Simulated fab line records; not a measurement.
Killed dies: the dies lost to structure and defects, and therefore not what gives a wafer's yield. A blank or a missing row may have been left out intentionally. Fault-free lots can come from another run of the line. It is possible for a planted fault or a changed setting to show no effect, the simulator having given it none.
Split-lot experiment	flow n5 finfet	7 lots, 21 wafers read, on a route of 1938 steps

SPLIT DETAILS
At N5_BEOL_M4_EXPOSE_08 (exposes mask M4), the setting dose mj was moved away from the recipe's 41.25 on 6 of the 21 wafers read, by -4.9% to +5.7%. This setting was run at the recipe's value on the other wafers.

FROM THE SPLIT TO THE READING: what the file shows between them, 2 steps
- N5_BEOL_M4_PEB_09: peb time 60 s
- N5_BEOL_M4_DEVELOP_10: develop time 30 s

THE READING
cd nm (nm) at N5_BEOL_M4_CD_MEAS_11, where the cd target is 16.79 nm. Fault-free wafers of this fab line usually give 16.85 nm, standard deviation 0.25 nm.

wafer	tool, chamber at the split	dose mj as run	against the recipe	cd nm, nm	against lot-mates on the recipe
L079.3	euv scanner-01, 0	42.26	+2.4%	17.41	+0.82
L079.5	euv scanner-01, 0	41.25	recipe	16.59	-
L079.6	euv scanner-01, 0	42.26	+2.4%	17.42	+0.83
L081.2	euv scanner-02, 0	41.25	recipe	16.57	-
L081.4	euv scanner-02, 0	43.59	+5.7%	18.06	+1.49
L081.6	euv scanner-02, 0	43.59	+5.7%	18.28	+1.71
L087.2	euv scanner-01, 0	39.22	-4.9%	16.34	-0.75
L087.3	euv scanner-01, 0	39.22	-4.9%	16.11	-0.98
L087.6	euv scanner-01, 0	41.25	recipe	17.09	-
L090.1	euv scanner-02, 0	41.25	recipe	17.33	-
L090.2	euv scanner-02, 0	41.25	recipe	16.78	-
L090.6	euv scanner-02, 0	41.25	recipe	16.89	-
L091.1	euv scanner-02, 0	41.25	recipe	16.82	-
L091.4	euv scanner-02, 0	41.25	recipe	16.36	-
L091.5	euv scanner-02, 0	41.25	recipe	16.74	-
L097.3	euv scanner-02, 0	41.25	recipe	16.66	-
L097.4	euv scanner-02, 0	41.25	recipe	16.84	-
L097.5	euv scanner-02, 0	41.25	recipe	17.16	-
L096.3	euv scanner-01, 0	41.25	recipe	16.73	-
L096.5	euv scanner-01, 0	41.25	recipe	16.65	-
L096.6	euv scanner-01, 0	41.25	recipe	16.60	-

FIT RESULTS
A straight line over all 21 wafers: cd nm changes by +0.191 nm for each +1% of dose mj; r = +0.88; the points scatter about the line by 0.26 nm.
The same after taking each lot's own level away (the mean of its wafers on the recipe; 21 wafers): +0.242 nm for each +1%; r = +0.95; scatter 0.2 nm.
Per that fit: largest dose mj move, reading shift of 1.4 nm.
The span of the lots' own levels, 16.570 to 17.090 nm, comes to 2.1 times the standard deviation stated above.
So the slope is not independent of the lot-to-lot level: the two fits are not the same.
Check: for one of the wafers moved furthest among these (+5.7%), held out of the fit, the line's prediction against its lot-mates is +1.43 nm. It came out at +1.49 nm against them.

OTHER SPLITS ON THESE WAFERS
Before the reading, these wafers also passed through other splits. Each is held against what the fit with the lots' levels taken away leaves over:
other split on the same wafers	wafers away from the commonest value	r with cd nm (lot level and that fit taken away)
N5_BEOL_M2_HM_DEP_02 target thk a	6	-0.17
N5_BEOL_M3_ILD_DEP_00 time s	9	-0.18
N5_BEOL_M3_PECVD_72 time s	4	-0.27
N5_BEOL_M3_TRENCH_ETCH_37 time s	7	+0.12
N5_BEOL_M4_PECVD_72 time s	8	-0.31

THE WHOLE CHAIN: every reading that the file lists as answering this split, in the file's order
step	what it does	reading	change (the file's fit)	r (the file's)
N5_BEOL_M4_CD_MEAS_11	target cd 16.79 nm	cd nm	+0.247 nm for each +1% of the setting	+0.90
N5_BEOL_M4_ETCH_74	etches underlayer in N2/H2, target depth 6.5 nm, time 5.2 s	BEOL_M4.cd offset nm (the simulator's own value, which no gauge read)	+0.195 nm for each +1% of the setting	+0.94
N5_BEOL_M4_ETCH_63	etches SiARC in CF4, target depth 15.6 nm, time 26 s	BEOL_M4.cd offset nm (the simulator's own value, which no gauge read)	+0.208 nm for each +1% of the setting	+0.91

FILE'S OWN FIT
cd nm changes by +0.247 nm for each +1% of dose mj, r = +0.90.
